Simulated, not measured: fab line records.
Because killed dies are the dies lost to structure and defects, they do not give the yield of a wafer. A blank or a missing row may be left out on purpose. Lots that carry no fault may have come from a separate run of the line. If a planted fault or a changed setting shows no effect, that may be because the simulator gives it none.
Chamber matching	flow n5_finfet	N5_BEOL_M11_DESCUM_16 on rie_diel-06 has 4 sister chambers
The step chemistry O2, time 7.9 s. 8 wafers are shown with their chamber, then 8 later ones without.

## WAFERS WITH THEIR CHAMBER
wafer	chamber	showerhead_plenum_p_Torr (Torr)	drypump_motor_current_A (A)
L074.3	0	2.07	5.4
L081.3	0	2.06	5.4
L081.5	3	2.05	5.1
L092.5	1	2.22	5.7
L092.6	3	2.04	5.1
L093.3	1	2.22	5.7
L093.6	2	2.10	5.9
L091.1	2	2.10	5.8

## WAFERS WHOSE CHAMBER IS MISSING
wafer	showerhead_plenum_p_Torr (Torr)	drypump_motor_current_A (A)
L091.3	2.21	5.7
L091.6	2.21	5.7
L095.2	2.09	5.8
L095.3	2.06	5.4
L095.6	2.06	5.4
L094.1	2.06	5.4
L094.2	2.21	5.7
L094.3	2.04	5.1

## WHICH CHAMBER EACH ONE RAN IN
wafer	from the rows above	in truth
L091.3	1	1
L091.6	1	1
L095.2	2	2
L095.3	0	0
L095.6	0	0
L094.1	0	0
L094.2	1	1
L094.3	3	3
Placed correctly: 8 of 8. Can't be placed from these rows: 0. Placed wrongly: 0.
How it was worked out, from the rows above alone: a wafer's distance from a chamber is the root of the sum, over the readings, of the square of ((its reading less the chamber's mean) divided by the reading's scatter). The wafer belongs to the nearest chamber; if the next one is less than 2 further off, it can't be placed. Each chamber's mean is taken over the wafers shown for it. The scatter is the square root of a quotient: the sum, over the shown wafers, of each reading's squared deviation from its chamber's mean, divided by wafers minus chambers.
